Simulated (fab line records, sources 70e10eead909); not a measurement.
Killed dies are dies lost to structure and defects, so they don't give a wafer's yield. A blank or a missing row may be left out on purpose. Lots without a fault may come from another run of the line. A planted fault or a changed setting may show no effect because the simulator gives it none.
fab line records | flow nand_harc | part 2 of 2: steps 21 to 31 of 31
record lots=5 wafers=15 last_day=24
route steps=1159 shown A_SLIT@794 A_SIN_REMOVE@804 A_WL_FILL@809
lots that met no fault: from a run of the same line without faults
start_h: hours from the record's first day to the start of the lot's first wafer shown | wait_h: hours since the lot's step before | " the same as in the row above | L1.1+2: a row that stands for several wafers | - no value, or no start given | * or withheld: withheld | < > ~ a bound
route shown NAME@n: a module of which the file shows steps, and the number in the route of the first | usual: mean/standard deviation of fault-free wafers | same: alike in all rows | chamber/n: place in a boat | sites: the reading at each site | _std_site: their standard deviation | _edge_site: outer sites' mean less inner sites' | radius_mm: how far each site lies from the wafer's centre | mask NAME#n: copy n | behind: the tool/chamber that last shaped the wafer | hold: why the lot was held/for how many hours/how that ended | device: the transistor (n, p or np) that didn't switch | end of line: the same wafers' tests at the end of the route | a step without rows: its recipe alone | killed: dies lost to structure and defects at the first sort, not the wafer's yield | map: a wafer's dies, x killed, . not, _ none there
set.NAME: the setting as run; set.NAME@STEP: as run at that earlier step | model.NAME: the simulator's own value behind a step, which no gauge read
lots at some steps of the route; a table a step, a row a wafer
services: from which hour (start_h, from the record's first day; less than 0 if before it) a tool's chamber was out of use, for how many hours, and why
## steps
# step NHARC_A_WL_FILL_STRIP_27
# recipe power_w=1500 temp_c=250 time_s=20 chemistry=N2/H2
# usual drypump_motor_current_A=5.63/0.28 heater_power_w=306/16
# same time_s=20
# columns lot.wafer tool chamber start_h wait_h drypump_motor_current_A heater_power_w rf_hours_counter_h
L076.2 plasma_asher-02 1 350.33 0.2 5.66 312 60
L076.1 " 0 " " 5.98 277 60
L076.3 " 0 " " 5.98 278 -
L082.2 plasma_asher-02 0 384.11 0.2 6.00 276 3
L082.3 " 1 " " 5.64 309 -
L082.5 " 0 " " 5.96 284 -
L081.1 plasma_asher-02 0 395.36 0.1 5.94 275 7
L081.4 " 1 " " 5.66 303 -
L081.5 " 1 " " 5.68 308 -
L093.1 plasma_asher-01 1 445.35 0.1 5.68 323 52
L093.6 " 1 " " 5.69 321 -
L093.5 " 0 " " 5.18 324 -
L095.2 plasma_asher-02 1 462.12 0.2 5.67 311 35
L095.4 " 1 " " 5.70 308 -
L095.5 " 0 " " 5.93 282 -
# step NHARC_A_WL_FILL_STRIP_28
# recipe time_s=1200 temp_c=72.5 chemistry=post_etch_residue_remover
# same time_s=1200
# columns lot.wafer tool chamber start_h wait_h
L076.3+1+2 wet_bench-09 6,7,1 350.53 0.1
L082.3+5+2 wet_bench-09 1,4,5 384.29 0.1
L081.5+1+4 wet_bench-06 7,0,2 395.55 0.1
L093.1+5+6 wet_bench-03 5,6,0 445.55 0.2
L095.4+2+5 wet_bench-03 7,0,3 462.30 0.1
# step NHARC_A_WL_FILL_PRECLEAN_06
# recipe time_s=300 chemistry=DIW
# same time_s=300
# columns lot.wafer tool chamber start_h wait_h
L076.3+1+2 wet_bench-09 6,7,1 - -
L082.3+5+2 wet_bench-09 1,4,5 - -
L081.5+1+4 wet_bench-06 7,0,2 - -
L093.1+5+6 wet_bench-03 5,6,0 - -
L095.4+2+5 wet_bench-03 7,0,3 - -
# step NHARC_A_WL_FILL_SRD_07
# columns lot.wafer tool chamber start_h wait_h
L076.3+1+2 wet_bench-09 6,7,1 - -
L082.3+5+2 wet_bench-09 1,4,5 - -
L081.5+1+4 wet_bench-06 7,0,2 - -
L093.1+5+6 wet_bench-03 5,6,0 - -
L095.4+2+5 wet_bench-03 7,0,3 - -
# step NHARC_A_WL_FILL_ANNEAL_08
# recipe temp_c=450 time_s=1800
# usual zone_power_centre_pct=5.5/0.31
# same time_s=1800
# columns lot.wafer tool chamber start_h wait_h zone_power_centre_pct
L076.1 furnace-02 0 354.15 - 5.3
L076.2 " 0 " " 5.3
L076.3 " 0 " " 5.3
L082.2 furnace-02 0 388.12 - 5.3
L082.3 " 0 " " 5.3
L082.5 " 0 " " 5.3
L081.1 furnace-03 0 396.25 - 5.8
L081.4 " 0 " " 6.0
L081.5 " 0 " " 5.8
L093.1 furnace-02 0 449.36 - 5.3
L093.5 " 0 " " 5.3
L093.6 " 0 " " 5.4
L095.2 furnace-02 0 465.84 - 5.4
L095.4 " 0 " " 5.3
L095.5 " 0 " " 5.3
# step NHARC_A_WL_FILL_ALD_10
# recipe target_thk_a=500 pulse_time_s=10 ald_cycles=500 temp_c=300 material=SiO2
# usual heater_power_w=463/44 precursor_pulse_height_rel=0.999/0.021 susceptor_temp_C=300.00/0.19
# columns lot.wafer tool chamber start_h wait_h heater_power_w precursor_pulse_height_rel susceptor_temp_C
L076.3 ald_hk-03 2 355.66 0.1 414 0.997 300.13
L076.2 " 3 " " 466 0.986 300.19
L076.1 " 0 " " 407 0.956 300.00
L082.3 ald_hk-04 1 390.14 0.6 478 0.990 300.37
L082.2 " 2 " " 400 1.019 299.95
L082.5 " 1 392.19 2.6 467 1.047 299.65
L081.4 ald_hk-04 1 400.35 2.6 465 0.987 299.91
L081.1 " 2 401.38 3.7 413 1.001 300.29
L081.5 " 0 403.44 5.7 524 0.994 299.95
L093.1 ald_hk-02 1 451.35 0.6 502 1.005 299.92
L093.6 " 0 452.89 2.1 439 1.008 299.99
L093.5 " 1 " " 504 1.027 300.19
L095.4 ald_hk-04 1 467.34 0.1 475 1.004 300.22
L095.2 " 3 468.38 1.1 393 0.997 299.92
L095.5 " 1 469.43 2.1 465 0.993 300.07
# step NHARC_A_WL_FILL_ETCHBACK_16
# recipe target_depth_a=880 time_s=17.6 c4f8_flow_sccm=withheld o2_flow_sccm=8 ar_flow_sccm=withheld rf_w=600 bias_w=800 chemistry=C4F8/O2/Ar
# usual oes_product_au=0.99/0.03 rf_vpp_V=723/4.5
# same time_s=17.6
# columns lot.wafer tool chamber start_h wait_h oes_product_au rf_hours_counter_h rf_vpp_V
L076.1 rie_diel-09 0 - - 0.98 3.8 720
L076.2 " 1 " " 1.02 3.5 717
L076.3 " 3 " " 1.03 3.0 720
L082.2 rie_diel-09 1 - - 1.02 4.8 717
L082.3 " 3 " " 1.01 4.4 721
L082.5 " 1 " " 1.03 - 716
L081.4 rie_diel-09 2 - - 1.02 5.3 716
L081.1 " 3 " " 1.02 4.9 721
L081.5 " 0 " " 0.97 - 721
L093.1 rie_diel-06 0 - - 0.92 0.5 727
L093.6 " 1 " " 0.92 - 723
L093.5 " 2 " " 0.91 - 726
L095.2 rie_diel-09 3 - - 1.02 1.2 722
L095.4 " 1 " " 1.01 1.2 716
L095.5 " 3 " " 1.02 - 721
# step NHARC_A_WL_FILL_STRIP_29
# recipe time_s=20 o2_flow_sccm=500 ar_flow_sccm=0 bias_w=0 chemistry=O2
# usual drypump_motor_current_A=5.7/0.41 oes_product_au=1.001/0.017 rf_vpp_V=57.8/0.89 showerhead_plenum_p_Torr=3.52/0.14 throttle_valve_pct=17.037/0.0089
# same time_s=20
# columns lot.wafer tool chamber start_h wait_h drypump_motor_current_A oes_product_au rf_hours_counter_h rf_vpp_V showerhead_plenum_p_Torr throttle_valve_pct
L076.3 rie_diel-09 3 360.41 0.1 5.8 1.016 3.0 57.2 3.44 17.023
L076.2 " 0 " " 5.3 0.989 3.8 56.4 3.41 17.061
L076.1 " 1 " " 6.4 1.029 3.5 57.4 3.30 17.037
L082.2 rie_diel-09 2 394.35 0.1 5.4 1.025 4.8 57.5 3.33 17.037
L082.3 " 0 " " 5.3 0.989 5.2 58.4 3.40 17.034
L082.5 " 2 " " 5.5 1.023 - 57.0 3.33 17.040
L081.1 rie_diel-09 3 406.13 0.1 5.7 1.012 4.9 59.8 3.44 17.022
L081.4 " 0 " " 5.3 0.979 5.6 57.3 3.40 17.031
L081.5 " 0 " " 5.3 0.972 - 57.0 3.40 17.040
L093.1 rie_diel-06 0 455.58 0.1 5.8 1.000 0.5 60.0 3.63 17.033
L093.5 " 2 " " 5.3 0.990 - 59.2 3.62 17.038
L093.6 " 3 " " 6.0 0.991 - 58.1 3.75 17.052
L095.2 rie_diel-09 0 472.14 0.1 5.3 0.988 1.3 57.5 3.40 17.030
L095.4 " 3 " " 5.8 1.014 1.2 58.0 3.44 17.053
L095.5 " 0 " " 5.3 0.991 - 58.0 3.40 17.050
# step NHARC_A_WL_FILL_ETCHBACK_17
# recipe target_depth_a=40 time_s=26.7 chemistry=Cl2/BCl3
# usual drypump_motor_current_A=5.4/0.44 oes_product_au=1.005/0.013
# same time_s=26.7
# columns lot.wafer tool chamber start_h wait_h drypump_motor_current_A oes_product_au rf_hours_counter_h
L076.2 rie_metal-02 1 360.49 - 4.8 1.024 4.0
L076.1 " 0 " " 6.1 1.007 4.0
L076.3 " 0 " " 6.1 1.002 -
L082.2 rie_metal-03 1 394.43 - 5.3 0.986 2.0
L082.3 " 0 " " 5.3 0.994 -
L082.5 " 1 " " 5.3 0.985 -
L081.1 rie_metal-01 1 406.21 - 5.2 1.005 2.1
L081.4 " 1 " " 5.2 0.990 -
L081.5 " 0 " " 5.8 1.015 -
L093.1 rie_metal-01 1 455.65 - 5.2 1.004 4.1
L093.5 " 1 " " 5.1 1.007 -
L093.6 " 1 " " 5.2 1.006 -
L095.2 rie_metal-03 1 472.24 - 5.3 1.010 0.2
L095.4 " 1 " " 5.3 1.011 -
L095.5 " 0 " " 5.4 0.975 -
# step NHARC_A_WL_FILL_PRECLEAN_18
# recipe time_s=30 chemistry=dHF
# same time_s=30
# columns lot.wafer tool chamber start_h wait_h
L076.2+1+3 wet_bench-06 6,7,2 360.68 0.2
L082.5+3+2 wet_bench-06 4,5,0 394.63 0.1
L081.1+4+5 wet_bench-06 7,0,3 406.39 0.2
L093.5+6+1 wet_bench-03 1,4,5 455.96 0.1
L095.4+5+2 wet_bench-06 6,7,0 472.41 0.1
# step NHARC_A_WL_FILL_SRD_21
# columns lot.wafer tool chamber start_h wait_h
L076.2+1+3 wet_bench-06 6,7,2 360.70 0.0
L082.5+3+2 wet_bench-06 4,5,0 394.66 0.0
L081.1+4+5 wet_bench-06 7,0,3 406.42 0.0
L093.5+6+1 wet_bench-03 1,4,5 455.99 0.0
L095.4+5+2 wet_bench-06 6,7,0 472.44 0.0
## services
# columns tool chamber start_h hours kind
rie_diel-12 - 312.63 0.4 repair
rie_diel-10 3 316.29 3.0 repair
wet_bench-03 - 322.40 8.0 pm
rie_diel-02 - 328.14 9.0 pm
rie_metal-03 1 330.75 2.4 repair
rie_metal-01 - 332.00 9.0 pm
rie_diel-10 - 333.17 0.3 repair
rie_metal-03 1 339.93 26.2 repair
rie_diel-09 - 349.07 0.5 repair
rie_diel-10 - 353.50 9.0 pm
rie_diel-12 3 359.54 4.2 repair
rie_diel-12 - 379.47 9.0 pm
rie_metal-01 - 380.37 0.3 repair
wet_bench-01 - 386.16 2.1 repair
wet_bench-01 - 389.64 8.0 pm
rie_diel-09 3 419.53 2.0 repair
rie_diel-09 - 431.10 9.0 pm
rie_diel-12 - 433.03 2.9 repair
rie_metal-01 0 443.91 19.7 repair
rie_diel-09 2 450.12 10.6 repair
wet_bench-01 - 452.97 4.2 repair
rie_metal-03 - 453.00 9.0 pm
wet_bench-09 - 464.80 8.0 pm
rie_metal-01 - 472.07 0.5 repair
